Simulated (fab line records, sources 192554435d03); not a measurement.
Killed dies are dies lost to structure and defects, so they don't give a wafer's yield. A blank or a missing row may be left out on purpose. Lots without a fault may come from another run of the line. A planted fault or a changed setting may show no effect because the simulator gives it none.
Which tool did it? | flow n5_finfet | 9 lots, 27 wafers sampled, at 5 steps of a route of 1938

WHAT THE GAUGES READ, wafer by wafer
N5_BEOL_M4_RC_MEAS_101. Usual: DIBL_N 36.0 mV/V, standard deviation 1.7; DIBL_P 35.8 mV/V, standard deviation 2; IOFF_N 0.15 nA/um, standard deviation 0.03; IOFF_P 0.20 nA/um, standard deviation 0.037; ION_N 670 uA/um, standard deviation 12; ION_P 460 uA/um, standard deviation 7.2; SS_N 71.5 mV/dec, standard deviation 0.68; SS_P 73.2 mV/dec, standard deviation 0.65; VT_N 250 mV, standard deviation 3.1; VT_P -251 mV, standard deviation 3.4.
lot  | measured     | on        | DIBL_N (mV/V)  | DIBL_P (mV/V)  | IOFF_N (nA/um) | IOFF_P (nA/um) | ION_N (uA/um) | ION_P (uA/um) | SS_N (mV/dec)  | SS_P (mV/dec)  | VT_N (mV)   | VT_P (mV)      | flag
L782 | day 8 07:37  | prober-01 | 36.4 34.2 34.7 | 35.4 31.6 32.5 | 0.16 0.11 0.13 | 0.20 0.16 0.16 | 664 655 662   | 456 455 454   | 71.6 70.5 71.2 | 73.0 72.0 72.5 | 250 256 253 | -251 -256 -257 |
L795 | day 11 21:53 | prober-02 | 34.5 37.2 37.5 | 34.6 37.2 38.0 | 0.12 0.16 0.16 | 0.16 0.19 0.20 | 667 676 672   | 455 457 460   | 71.1 71.5 72.1 | 72.6 72.8 73.8 | 252 250 252 | -255 -254 -253 |
L796 | day 12 17:39 | prober-01 | 35.4 35.4 34.2 | 35.2 36.6 32.8 | 0.14 0.16 0.12 | 0.20 0.23 0.17 | 676 674 670   | 469 466 457   | 71.5 71.5 71.4 | 73.1 73.0 72.7 | 252 249 251 | -249 -247 -252 |
L798 | day 12 18:06 | prober-02 | 34.7 36.5 36.4 | 33.5 35.0 35.7 | 0.13 0.15 0.15 | 0.19 0.22 0.22 | 671 647 658   | 460 448 456   | 71.4 72.0 71.8 | 72.2 72.6 72.8 | 252 251 251 | -249 -247 -247 |
L799 | day 12 10:33 | prober-01 | 37.5 34.2 33.3 | 38.7 34.3 33.9 | 0.19 0.12 0.11 | 0.21 0.15 0.14 | 678 670 655   | 456 455 443   | 72.3 71.8 71.4 | 73.8 73.0 72.8 | 251 255 255 | -252 -259 -259 |
L803 | day 13 17:25 | prober-02 | 34.7 35.7 37.3 | 33.1 35.3 35.7 | 0.14 0.15 0.17 | 0.17 0.20 0.21 | 671 684 665   | 462 465 457   | 71.1 70.8 71.3 | 72.5 73.3 72.6 | 248 247 248 | -253 -252 -250 |

WHICH TOOL RAN EACH LOT (tool, then ch and the chambers of the sampled wafers, then the start)
lot  | N5_BEOL_M0_SAQP_RECESS_114         | N5_BEOL_M0_SAQP_SPACER1_ETCHBACK_99 | N5_BEOL_M0_SAQP_ETCH_101          | N5_BEOL_M0_SAQP_MANDREL_ETCH_103
L782 | vapor_etch-02 ch 0,1, day 5 17:42  | rie_diel-01 ch 0,1,2, day 5 18:48   | rie_diel-01 ch 0,3, day 5 19:10   | rie_si-03 ch 1,2, day 5 19:18
L792 | vapor_etch-02 ch 0,1, day 8 10:19  | rie_diel-05 ch 1,2,3, day 8 11:17   | rie_diel-05 ch 0,3, day 8 11:31   | rie_si-01 ch 2,3, day 8 11:40
L793 | vapor_etch-02 ch 0,1, day 8 16:48  | rie_diel-01 ch 0,1,2, day 8 18:29   | rie_diel-01 ch 0,2,3, day 8 18:43 | rie_si-01 ch 1,2,3, day 8 18:52
L794 | vapor_etch-02 ch 0,1, day 8 18:50  | rie_diel-01 ch 0,1,3, day 8 21:03   | rie_diel-06 ch 0,2,3, day 8 21:17 | rie_si-01 ch 0,1, day 8 21:26
L795 | vapor_etch-02 ch 0,1, day 9 06:13  | rie_diel-05 ch 2,3, day 9 07:06     | rie_diel-05 ch 2,3, day 9 07:22   | rie_si-01 ch 0,2,3, day 9 07:33
L796 | vapor_etch-02 ch 0,1, day 9 09:47  | rie_diel-06 ch 0,1, day 9 10:47     | rie_diel-05 ch 2,3, day 9 11:10   | rie_si-05 ch 0,1,3, day 9 11:20
L798 | vapor_etch-02 ch 1, day 9 21:34    | rie_diel-01 ch 0,1,3, day 9 22:44   | rie_diel-01 ch 0,2, day 9 22:58   | rie_si-01 ch 1,3, day 9 23:06
L799 | vapor_etch-02 ch 0,1, day 10 03:46 | rie_diel-01 ch 0,2,3, day 10 04:38  | rie_diel-06 ch 1,3, day 10 04:57  | rie_si-05 ch 0,1,2, day 10 05:05
L803 | vapor_etch-02 ch 0,1, day 11 02:20 | rie_diel-05 ch 0,1, day 11 03:04    | rie_diel-06 ch 2,3, day 11 03:20  | rie_si-05 ch 1,2, day 11 03:28
- N5_BEOL_M0_SAQP_RECESS_114: chemistry HF/NH3, target SiO2, target depth 14.4 nm, afs cycles 3, sublimation time 60 s.
- N5_BEOL_M0_SAQP_SPACER1_ETCHBACK_99: etches SiO2 in CHF3/O2, target depth 15.4 nm, time 7.7 s.
- N5_BEOL_M0_SAQP_ETCH_101: etches SiNx in CH3F/O2, target depth 29.9 nm, time 42.7 s.
- N5_BEOL_M0_SAQP_MANDREL_ETCH_103: etches a-Si in HBr/Cl2, stops on SiCN, target depth 45 nm, bt time 10 s, time 27 s.

WHAT THE TOOLS THEMSELVES READ (means of the sampled wafers that have a number; where no wafer has one, the mark that the record gives instead)
N5_BEOL_M0_SAQP_RECESS_114. Usual: drypump_motor_current_A 5.86 A, standard deviation 0.27.
lot  | tool          | drypump_motor_current_A (A) | flag
L782 | vapor_etch-02 | 6.03                        |
L792 | vapor_etch-02 | -                           | OFF
L793 | vapor_etch-02 | -                           | OFF
L794 | vapor_etch-02 | -                           | OFF
L795 | vapor_etch-02 | 6.03                        |
L796 | vapor_etch-02 | 5.82                        |
L798 | vapor_etch-02 | 6.25                        |
L799 | vapor_etch-02 | 5.80                        |
L803 | vapor_etch-02 | 5.81                        |

N5_BEOL_M0_SAQP_SPACER1_ETCHBACK_99. Usual: drypump_motor_current_A 6.0 A, standard deviation 0.38; oes_o_777_au 0.75 a.u., standard deviation 0.071; oes_product_au 0.74 a.u., standard deviation 0.072; rf_vpp_V 525 V, standard deviation 7.8; showerhead_plenum_p_Torr 2.39 Torr, standard deviation 0.084; throttle_valve_pct 19.00 %, standard deviation 0.23.
lot  | tool        | drypump_motor_current_A (A) | oes_o_777_au (a.u.) | oes_product_au (a.u.) | rf_vpp_V (V) | showerhead_plenum_p_Torr (Torr) | throttle_valve_pct (%) | flag
L782 | rie_diel-01 | 5.8                         | 0.72                | 0.71                  | 525          | 2.36                            | 19.06                  |
L792 | rie_diel-05 | 6.1                         | 0.72                | 0.71                  | 531          | 2.39                            | 18.84                  |
L793 | rie_diel-01 | 5.8                         | 0.78                | 0.78                  | 525          | 2.35                            | 18.97                  |
L794 | rie_diel-01 | 6.0                         | 0.71                | 0.71                  | 522          | 2.40                            | 19.13                  |
L795 | rie_diel-05 | 6.2                         | 0.70                | 0.69                  | 536          | 2.35                            | 18.83                  |
L796 | rie_diel-06 | 5.5                         | 0.73                | 0.73                  | 516          | 2.40                            | 18.96                  |
L798 | rie_diel-01 | 5.9                         | 0.71                | 0.70                  | 522          | 2.39                            | 19.14                  |
L799 | rie_diel-01 | 5.7                         | 0.78                | 0.77                  | 525          | 2.38                            | 19.00                  |
L803 | rie_diel-05 | 6.3                         | 0.86                | 0.86                  | 521          | 2.50                            | 18.95                  |

N5_BEOL_M0_SAQP_ETCH_101. Usual: drypump_motor_current_A 5.9 A, standard deviation 0.37; oes_o_777_au 0.75 a.u., standard deviation 0.077; oes_product_au 0.74 a.u., standard deviation 0.074; rf_vpp_V 298 V, standard deviation 4.5; showerhead_plenum_p_Torr 1.98 Torr, standard deviation 0.074; throttle_valve_pct 16.48 %, standard deviation 0.22.
lot  | tool        | drypump_motor_current_A (A) | oes_o_777_au (a.u.) | oes_product_au (a.u.) | rf_vpp_V (V) | showerhead_plenum_p_Torr (Torr) | throttle_valve_pct (%) | flag
L782 | rie_diel-01 | 5.8                         | 0.75                | 0.72                  | 297          | 2.03                            | 16.56                  |
L792 | rie_diel-05 | 6.2                         | 0.70                | 0.70                  | 302          | 2.01                            | 16.71                  |
L793 | rie_diel-01 | 5.7                         | 0.80                | 0.78                  | 298          | 1.98                            | 16.44                  |
L794 | rie_diel-06 | 5.8                         | 0.76                | 0.75                  | 294          | 1.94                            | 16.59                  |
L795 | rie_diel-05 | 6.2                         | 0.69                | 0.69                  | 304          | 1.96                            | 16.35                  |
L796 | rie_diel-05 | 6.2                         | 0.69                | 0.69                  | 305          | 2.01                            | 16.48                  |
L798 | rie_diel-01 | 5.5                         | 0.85                | 0.84                  | 300          | 1.94                            | 16.30                  |
L799 | rie_diel-06 | 5.9                         | 0.72                | 0.72                  | 296          | 1.98                            | 16.60                  |
L803 | rie_diel-06 | 6.0                         | 0.75                | 0.75                  | 295          | 1.94                            | 16.69                  |

N5_BEOL_M0_SAQP_MANDREL_ETCH_103. Usual: HBr_flow_sccm 149.9 sccm, standard deviation 0.42; drypump_motor_current_A 5.5 A, standard deviation 0.37; oes_product_au 0.686 a.u., standard deviation 0.0099; throttle_valve_pct 35.4 %, standard deviation 0.37.
lot  | tool      | HBr_flow_sccm (sccm) | drypump_motor_current_A (A) | oes_product_au (a.u.) | throttle_valve_pct (%) | flag
L782 | rie_si-03 | 149.6                | 5.9                         | 0.700                 | 35.4                   |
L792 | rie_si-01 | 149.9                | 5.2                         | 0.683                 | 35.0                   |
L793 | rie_si-01 | 149.5                | 5.2                         | 0.693                 | 35.3                   |
L794 | rie_si-01 | 150.2                | 5.6                         | 0.690                 | 35.5                   |
L795 | rie_si-01 | 150.1                | 5.3                         | 0.684                 | 35.3                   |
L796 | rie_si-05 | 150.0                | 5.6                         | 0.684                 | 35.5                   |
L798 | rie_si-01 | 149.9                | 5.1                         | 0.695                 | 35.6                   |
L799 | rie_si-05 | 149.9                | 5.5                         | 0.687                 | 35.2                   |
L803 | rie_si-05 | 150.0                | 5.2                         | 0.680                 | 35.6                   |

THE ANSWER, worked out from the rows above alone
Rule: a lot is off if the mean of its wafers that have a number lies more than 3 standard deviations from the usual mean. A lot without any number at a reading at which 4 lots or more have one is off too. The other lots that the step has rows for count as sound. The gauges are gone through in route order, then the tools' own readings, and for those a lot's mean is taken as printed above. The first step at which some lot is off is used, and at that step the reading that is off furthest; a lot without a number counts as furthest.
Off: L792, L793, L794, at N5_BEOL_M0_SAQP_RECESS_114 (drypump_motor_current_A). Without a number there: L792, L793, L794.
A tool fits if, at that step or a process step before it, it ran every lot that is off, and no sound lot after the first of them. None of those tried fits.

WHAT THE SIMULATOR HAD PUT IN
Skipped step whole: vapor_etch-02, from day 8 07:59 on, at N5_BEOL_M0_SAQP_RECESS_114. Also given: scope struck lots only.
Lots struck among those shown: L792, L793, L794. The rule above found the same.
